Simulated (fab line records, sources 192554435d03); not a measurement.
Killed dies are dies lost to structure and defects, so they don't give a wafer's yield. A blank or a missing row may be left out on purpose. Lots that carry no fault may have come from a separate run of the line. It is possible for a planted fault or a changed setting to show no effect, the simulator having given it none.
Split-lot trial -- flow n5-finfet -- 21 wafers read across 7 lots, on a route 1938 steps long

== ABOUT THE SPLIT ==
At N5_BEOL_M0_CUTY_ETCH_63 (etches SOC in N2/H2, target depth 82.7 nm, overetch 16.5 nm, time 124 s), the setting source-w was moved away from the recipe's 840 W on 6 of the 21 wafers read, by -16.0% to +13.0%. For the rest of the wafers, this setting stayed at what the recipe calls for.

The split's own step is where the reading is taken.

== THE READING ==
rf-vpp-V, in V, at N5_BEOL_M0_CUTY_ETCH_63 (etches SOC in N2/H2, target depth 82.7 nm, overetch 16.5 nm, time 124 s). Fault-free wafers of this fab line usually give 524.2 V, standard deviation 2.7 V.

wafer,"tool, chamber at the split","source-w as run, W",against the recipe,"rf-vpp-V, V",against lot-mates on the recipe
L076.3,"rie-diel-03, 0",840,recipe,526.1,-
L076.5,"rie-diel-03, 3",840,recipe,523.3,-
L076.6,"rie-diel-03, 2",949.6,+13.0%,499.5,-25.2
L078.1,"rie-diel-03, 2",840,recipe,520.4,-
L078.3,"rie-diel-03, 0",840,recipe,526.1,-
L078.6,"rie-diel-03, 0",705.4,-16.0%,559.0,+35.8
L079.2,"rie-diel-03, 0",840,recipe,527.5,-
L079.5,"rie-diel-03, 0",840,recipe,526.1,-
L079.6,"rie-diel-03, 1",840,recipe,521.1,-
L080.1,"rie-diel-01, 3",840,recipe,518.8,-
L080.3,"rie-diel-01, 1",840,recipe,528.1,-
L080.4,"rie-diel-01, 0",840,recipe,525.3,-
L083.3,"rie-diel-01, 1",840,recipe,527.5,-
L083.4,"rie-diel-01, 0",840,recipe,524.1,-
L083.6,"rie-diel-01, 2",840,recipe,525.3,-
L085.3,"rie-diel-01, 0",840,recipe,523.8,-
L085.5,"rie-diel-01, 3",709.8,-15.5%,558.8,+35.0
L085.6,"rie-diel-01, 2",709.8,-15.5%,557.6,+33.8
L087.2,"rie-diel-01, 0",795.3,-5.3%,534.2,+6.2
L087.4,"rie-diel-01, 3",840,recipe,528.0,-
L087.5,"rie-diel-01, 2",795.3,-5.3%,536.2,+8.2

FIT RESULTS
A straight line over all 21 wafers: rf-vpp-V changes by -2.09 V for each +1% of source-w; r = -0.98; the points scatter about the line by 2.6 V.
The same after taking each lot's own level away (the mean of its wafers on the recipe; 21 wafers): -2.12 V for each +1%; r = -0.98; scatter 2.8 V.
On that fit, the largest move of source-w shifts the reading by 34 V.
Across the lots, their own levels run from 523.25 to 528.00 V, a range of 1.8 times the standard deviation given above.
Hence the lot-to-lot level has little effect on the slope; both slopes agree.
Check: +33.3 V against its lot-mates is what the line predicts for one of the wafers moved furthest among these (-16.0%) when that wafer is left out of the fit. Against them it came out at +35.8 V.
Tool readings at the split's step, against how far the setting was moved: rf-vpp-V r = -0.98.

== ADDITIONAL SPLITS CARRIED BY THESE WAFERS ==
Other splits were also applied to these wafers ahead of the reading. Each is held against what the fit with the lots' levels taken away leaves over:
other split on the same wafers,wafers away from the commonest value,r with rf-vpp-V (lot level and that fit taken away)
N5_SD_EPI_P_PEB_07 peb-time-s,7,-0.03
N5_HKMG_FIN_COAT_43 spin-rpm,9,-0.11
N5_HKMG_FIN_ETCH_55 time-s,8,-0.09
N5_MOL_CONTACT_COAG_COAT_63 spin-rpm,7,-0.04
N5_MOL_CONTACT_COAG_COAT_64 spin-rpm,8,-0.13

== THE WHOLE CHAIN: every reading that the file lists as answering this split, in the file's order ==
step,what it does,reading,change (the file's fit),r (the file's)
N5_BEOL_M0_CUTY_ETCH_63,"etches SOC in N2/H2, target depth 82.7 nm, overetch 16.5 nm, time 124 s",rf-vpp-V,-2.12 V for each +1% of the setting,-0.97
N5_BEOL_M0_CUTY_ETCH_63,"etches SOC in N2/H2, target depth 82.7 nm, overetch 16.5 nm, time 124 s","SiO2_of_BEOL_M0_SAQP_SPACER2_ALD_26.thk-nm (the simulator's own value, which no gauge read)",-0.0279 nm for each +1% of the setting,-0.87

== FILE'S OWN FIT ==
rf-vpp-V changes by -2.12 V for each +1% of source-w, r = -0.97.
